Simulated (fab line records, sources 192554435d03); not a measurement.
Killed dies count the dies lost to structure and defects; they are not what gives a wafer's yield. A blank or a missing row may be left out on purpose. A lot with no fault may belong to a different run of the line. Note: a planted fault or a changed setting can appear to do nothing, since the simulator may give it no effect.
Which of the tools did it? || flow n5_finfet || route of 1938 steps, sampled at 1 step: 10 lots, 30 wafers

WHAT EACH GAUGE READ, for each wafer
N5_BEOL_M4_RC_MEAS_101.
{"lot": "L565", "measured": "day 7 18:26", "on": "prober-02", "DIBL_N (mV/V)": "37.9 38.2 37.5"}
{"lot": "L567", "measured": "day 8 06:11", "on": "prober-01", "DIBL_N (mV/V)": "33.5 37.7 34.6"}
{"lot": "L568", "measured": "day 8 15:01", "on": "prober-01", "DIBL_N (mV/V)": "34.5 34.5 39.1"}
{"lot": "L569", "measured": "day 8 18:02", "on": "prober-02", "DIBL_N (mV/V)": "36.8 35.1 34.9"}
{"lot": "L572", "measured": "day 9 15:16", "on": "prober-02", "DIBL_N (mV/V)": "39.5 39.9 36.4"}
{"lot": "L579", "measured": "day 12 21:15", "on": "prober-01", "DIBL_N (mV/V)": "37.7 36.4 37.2"}
{"lot": "L581", "measured": "day 13 07:18", "on": "prober-02", "DIBL_N (mV/V)": "39.3 36.0 36.2"}
{"lot": "L583", "measured": "day 13 19:43", "on": "prober-02", "DIBL_N (mV/V)": "37.5 39.9 40.5"}
{"lot": "L582", "measured": "day 14 01:24", "on": "prober-01", "DIBL_N (mV/V)": "38.9 36.9 37.8"}
{"lot": "L578", "measured": "day 14 08:04", "on": "prober-02", "DIBL_N (mV/V)": "37.1 37.9 36.8"}

WHAT TOOL EACH LOT RAN ON (gives the tool, then ch and the chambers of the sampled wafers, and finally the start)
The record holds no process step before these readings.

THE ANSWER, worked out from the rows above alone
Rule: usual is defined by the lots themselves. Put in order of their means at a reading, lots are off if they are a third of the lots or fewer, leave a main group of 4 or more, and stand apart from it by a gap of 3 or more times the standard deviation of the main group's means; of several such gaps the widest counts. Not used: any main group whose means are identical at the precision the tables above print for the reading. Also off: a lot with no number at a reading for which 4 or more lots have one. The other lots that the step has rows for count as sound.
No lot is off on any of the readings shown, so nothing can be concluded from this.

WHAT WAS PUT IN BY THE SIMULATOR
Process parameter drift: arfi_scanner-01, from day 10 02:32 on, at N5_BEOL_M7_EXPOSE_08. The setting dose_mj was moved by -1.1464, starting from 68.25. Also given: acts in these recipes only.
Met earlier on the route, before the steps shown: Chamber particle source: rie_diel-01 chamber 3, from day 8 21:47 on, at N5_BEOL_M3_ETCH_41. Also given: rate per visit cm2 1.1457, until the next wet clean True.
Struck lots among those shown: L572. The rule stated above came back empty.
